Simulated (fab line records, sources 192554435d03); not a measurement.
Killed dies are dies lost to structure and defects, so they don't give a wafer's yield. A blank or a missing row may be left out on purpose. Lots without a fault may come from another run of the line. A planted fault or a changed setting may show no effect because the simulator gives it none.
Chamber matching | flow n5_finfet | N5_BEOL_M9_STRIP_67 on rie_diel-03: 4 sister chambers
The step strips in CF4. 27 wafers are shown with their chamber, then 12 later ones without.

WAFERS WITH THEIR CHAMBER
wafer  | chamber | drypump_motor_current_A (A) | showerhead_plenum_p_Torr (Torr) | throttle_valve_pct (%)
L075.1 | 1       | 5.8                         | 1.82                            | 14.06
L075.2 | 3       | 5.1                         | 1.89                            | 13.45
L075.3 | 0       | 6.1                         | 1.79                            | 13.32
L075.4 | 2       | 6.3                         | 1.88                            | 13.38
L075.5 | 2       | 6.3                         | 1.88                            | 13.38
L075.6 | 3       | 5.2                         | 1.89                            | 13.43
L076.1 | 0       | 6.1                         | 1.79                            | 13.34
L076.4 | 3       | 5.2                         | 1.89                            | 13.45
L076.6 | 1       | 5.8                         | 1.82                            | 14.08
L081.1 | 2       | 6.2                         | 1.87                            | 13.41
L081.2 | 0       | 6.1                         | 1.79                            | 13.35
L081.5 | 1       | 5.8                         | 1.82                            | 13.52
L085.1 | 0       | 6.1                         | 1.79                            | 13.36
L085.2 | 2       | 6.3                         | 1.87                            | 13.44
L085.3 | 3       | 5.2                         | 1.89                            | 13.49
L086.3 | 0       | 6.2                         | 1.79                            | 13.35
L086.4 | 2       | 6.2                         | 1.87                            | 13.44
L086.5 | 3       | 5.2                         | 1.89                            | 13.51
L091.1 | 3       | 5.1                         | 1.88                            | 13.49
L091.2 | 2       | 6.2                         | 1.87                            | 13.44
L091.4 | 0       | 6.2                         | 1.79                            | 13.38
L093.1 | 3       | 5.2                         | 1.88                            | 13.54
L093.5 | 0       | 6.1                         | 1.78                            | 13.40
L093.6 | 1       | 5.8                         | 1.82                            | 13.57
L092.1 | 3       | 5.2                         | 1.88                            | 13.55
L092.2 | 1       | 5.8                         | 1.82                            | 13.58
L092.3 | 2       | 6.3                         | 1.86                            | 13.47

SIGNATURES (means of the wafers above)
reading                  | chamber 0 | chamber 1 | chamber 2 | chamber 3 | scatter within a chamber
drypump_motor_current_A  | 6.129     | 5.800     | 6.257     | 5.175     | 0.0449
showerhead_plenum_p_Torr | 1.7886    | 1.8200    | 1.8714    | 1.8862    | 0.00493
throttle_valve_pct       | 13.3571   | 13.7620   | 13.4229   | 13.4887   | 0.122
Rule: a wafer's distance from a chamber is the root of the sum, over the readings, of the square of ((its reading less the chamber's mean) divided by the reading's scatter). The wafer belongs to the nearest chamber; if the next one is less than 2 further off, it can't be placed. The scatter: the root of (the sum of the squares of (reading less its chamber's mean) over the shown wafers, divided by (wafers less chambers)).

WAFERS WITHOUT THEIR CHAMBER
wafer  | drypump_motor_current_A (A) | showerhead_plenum_p_Torr (Torr) | throttle_valve_pct (%)
L092.4 | 6.1                         | 1.78                            | 13.40
L092.5 | 5.2                         | 1.88                            | 13.55
L092.6 | 6.2                         | 1.78                            | 13.39
L096.2 | 5.8                         | 1.82                            | 13.57
L096.3 | 6.2                         | 1.86                            | 13.47
L096.4 | 5.2                         | 1.88                            | 13.54
L097.1 | 6.1                         | 1.78                            | 13.40
L097.2 | 5.2                         | 1.88                            | 13.55
L097.3 | 6.3                         | 1.86                            | 13.48
L097.4 | 5.8                         | 1.81                            | 13.57
L097.5 | 5.8                         | 1.81                            | 13.58
L097.6 | 6.2                         | 1.78                            | 13.42

WHICH CHAMBER EACH WENT THROUGH
wafer  | from the rows above | in truth
L092.4 | 0                   | 0
L092.5 | 3                   | 3
L092.6 | 0                   | 0
L096.2 | 1                   | 1
L096.3 | 2                   | 2
L096.4 | 3                   | 3
L097.1 | 0                   | 0
L097.2 | 3                   | 3
L097.3 | 2                   | 2
L097.4 | 1                   | 1
L097.5 | 1                   | 1
L097.6 | 0                   | 0
Placed correctly: 12 of 12. Can't be placed from these rows: 0. Placed wrongly: 0.
